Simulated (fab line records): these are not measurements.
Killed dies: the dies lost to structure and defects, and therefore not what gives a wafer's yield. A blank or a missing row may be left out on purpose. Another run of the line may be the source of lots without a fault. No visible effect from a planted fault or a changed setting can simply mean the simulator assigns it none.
Which of the tools did it?    flow nandHarc    Sampling: 6 lots, 18 wafers, 4 of 1159 route steps

## WHAT EACH GAUGE READ, for each wafer
NHARC_A_CHANNEL_FILL_D1_INSPECT_13.
lot   measured      on                rawDefectCount
L787  day 10 23:59  defectInspect-02  232 137 198
L788  day 11 00:10  defectInspect-02  232 242 312
L789  day 11 14:31  defectInspect-02  599 460 190
L800  day 14 14:09  defectInspect-02  271 440 383
L802  day 15 02:55  defectInspect-02  209 252 357
L807  day 16 04:38  defectInspect-02  216 293 205

## TOOL THAT RAN EACH LOT (tool first, then ch and the chambers of the sampled wafers, then the start)
lot   NHARC_A_CHANNEL_HOLE_D1_ETCH_33  NHARC_A_CHANNEL_FILL_D1_ALD_14   NHARC_A_CHANNEL_FILL_D1_ALD_25
L787  harEtch-01 ch 0,1, day 8 20:55   aldHk-02 ch 0,2,3, day 9 06:20   aldHk-02 ch 0,2,3, day 10 13:42
L788  harEtch-01 ch 0,1, day 9 03:01   aldHk-01 ch 0,1,3, day 9 09:37   aldHk-01 ch 0,3, day 10 11:54
L789  harEtch-02 ch 0,1, day 9 11:51   aldHk-04 ch 0,1,2, day 9 21:22   aldHk-01 ch 0,2,3, day 11 02:23
L800  harEtch-01 ch 0,1, day 12 11:31  aldHk-01 ch 0,1,2, day 12 20:34  aldHk-02 ch 0,1,2, day 14 03:21
L802  harEtch-01 ch 0,1, day 13 01:08  aldHk-04 ch 0,3, day 13 10:02    aldHk-02 ch 0,1,3, day 14 15:52
L807  harEtch-02 ch 0,1, day 14 01:25  aldHk-01 ch 0,3, day 14 11:25    aldHk-01 ch 2,3, day 15 16:35
- NHARC_A_CHANNEL_HOLE_D1_ETCH_33: etches the open film in C4F8/O2/Ar, time 90 s, target depth 400 nm.
- NHARC_A_CHANNEL_FILL_D1_ALD_14: deposits SiO2, target thk 2.5 nm, pulse time 10 s, ald cycles 25.
- NHARC_A_CHANNEL_FILL_D1_ALD_25: deposits SiOx, target thk 60 nm, pulse time 10 s, ald cycles 600.

## THE ANSWER, worked out from the rows above alone
Rule: what is usual is taken from the lots themselves. The widest of any qualifying gaps counts: lots, ordered by their means at a reading, are off when they make up no more than a third of the lots, leave a main group of 4 or more, and stand apart from it by 3 or more times the standard deviation of that group's means. The tables above print the reading to a certain number of digits; a main group whose means all agree to those digits is not used. A lot without any number at a reading at which 4 lots or more have one is off too. Where the step has rows for the other lots, those lots are counted as sound.
No lot is off at any reading shown: from this, nothing can be told.

## WHAT THE SIMULATOR HAD INSERTED
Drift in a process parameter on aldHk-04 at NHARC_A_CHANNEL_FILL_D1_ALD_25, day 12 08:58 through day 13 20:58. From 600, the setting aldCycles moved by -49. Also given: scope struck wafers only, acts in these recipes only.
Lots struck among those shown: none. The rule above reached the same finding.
